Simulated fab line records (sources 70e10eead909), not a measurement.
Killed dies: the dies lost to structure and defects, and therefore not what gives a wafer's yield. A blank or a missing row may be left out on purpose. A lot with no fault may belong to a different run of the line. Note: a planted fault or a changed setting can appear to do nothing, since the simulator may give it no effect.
Chamber matching :: flow nandHarc :: NHARC_A_STAIRCASE_DESCUM_270 on rieDiel-08 has 4 sister chambers
The step chemistry O2, time 3 s. 4 wafers are shown with their chamber, then 9 later ones without.

EACH WAFER AND ITS CHAMBER
wafer: L077.5
chamber: 1
showerheadPlenumPTorr (Torr): 2.05

wafer: L081.1
chamber: 3
showerheadPlenumPTorr (Torr): 1.86

wafer: L081.3
chamber: 2
showerheadPlenumPTorr (Torr): 1.81

wafer: L081.5
chamber: 0
showerheadPlenumPTorr (Torr): 1.78

WAFERS WITH NO CHAMBER GIVEN
wafer: L087.1
showerheadPlenumPTorr (Torr): 1.86

wafer: L087.5
showerheadPlenumPTorr (Torr): 1.77

wafer: L087.6
showerheadPlenumPTorr (Torr): 2.04

wafer: L091.1
showerheadPlenumPTorr (Torr): 1.85

wafer: L091.3
showerheadPlenumPTorr (Torr): 2.04

wafer: L091.5
showerheadPlenumPTorr (Torr): 1.77

wafer: L090.1
showerheadPlenumPTorr (Torr): 1.85

wafer: L090.2
showerheadPlenumPTorr (Torr): 1.77

wafer: L090.6
showerheadPlenumPTorr (Torr): 1.85

EACH ONE'S CHAMBER
wafer: L087.1
from the rows above: 3
in truth: 3

wafer: L087.5
from the rows above: 0
in truth: 0

wafer: L087.6
from the rows above: 1
in truth: 1

wafer: L091.1
from the rows above: 3
in truth: 3

wafer: L091.3
from the rows above: 1
in truth: 1

wafer: L091.5
from the rows above: 0
in truth: 0

wafer: L090.1
from the rows above: 3
in truth: 3

wafer: L090.2
from the rows above: 0
in truth: 0

wafer: L090.6
from the rows above: 3
in truth: 3
Correctly placed: 9 of 9. Can't be placed from these rows: 0. 0 placed wrongly.
How it was worked out, from the rows above alone: a wafer's distance from a chamber is the root of the sum, over the readings, of the square of ((its reading less the chamber's mean) divided by the reading's scatter). The wafer belongs to the nearest chamber; if the next one is less than 2 further off, it can't be placed. For every chamber, the mean is computed from those of its wafers that are shown. The scatter (one wafer shown for each chamber): square how far every hidden wafer sits from the nearest shown wafer, average those squares and take the square root.
